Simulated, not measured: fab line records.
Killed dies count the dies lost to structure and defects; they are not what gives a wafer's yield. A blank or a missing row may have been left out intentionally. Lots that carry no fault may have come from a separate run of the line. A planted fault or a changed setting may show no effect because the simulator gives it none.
Chamber matching -- flow nand_harc -- NHARC_A_BLC_ETCH_16 on rie_diel-12: 4 sister chambers
The step etches the open film in CF4, target depth 39 nm, time 65 s. 8 wafers are shown with their chamber, then 8 later ones without.

== WAFERS WITH THEIR CHAMBER ==
wafer,chamber,rf_vpp_V (V),oes_product_au (a.u.)
L954.4,2,150.5,0.999
L953.1,1,149.9,1.003
L953.3,2,150.7,0.994
L959.1,1,149.6,0.998
L963.3,3,151.3,0.990
L963.5,0,150.2,0.978
L963.6,3,151.1,0.994
L964.3,0,151.7,0.992

== WAFERS WITH NO CHAMBER GIVEN ==
wafer,rf_vpp_V (V),oes_product_au (a.u.)
L964.5,152.6,1.023
L964.6,150.8,0.979
L965.4,150.7,1.007
L965.5,151.7,0.994
L965.6,149.7,1.025
L971.1,152.8,0.980
L971.2,151.3,1.016
L971.5,151.6,1.001

== WHICH CHAMBER EACH WENT THROUGH ==
wafer,from the rows above,in truth
L964.5,can't be placed: 2 or 3 or 1 or 0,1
L964.6,can't be placed: 0 or 3 or 2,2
L965.4,can't be placed: 2 or 1 or 3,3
L965.5,can't be placed: 3 or 2 or 0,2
L965.6,can't be placed: 1 or 2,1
L971.1,can't be placed: 0 or 3 or 2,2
L971.2,can't be placed: 2 or 1 or 3 or 0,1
L971.5,can't be placed: 3 or 2 or 0 or 1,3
Placed correctly: 0 of 8. Cannot be placed on the basis of these rows: 8; the candidates contain the true chamber in 8. Number placed wrongly: 0.
How it was worked out, from the rows above alone: a wafer's distance from a chamber is the root of the sum, over the readings, of the square of ((its reading less the chamber's mean) divided by the reading's scatter). The wafer belongs to the nearest chamber; if the next one is less than 2 further off, it can't be placed. A chamber's mean is the mean of its shown wafers. The scatter: take each reading less its chamber's mean, square it, sum over the shown wafers, divide by the number of wafers less the number of chambers, and take the root.
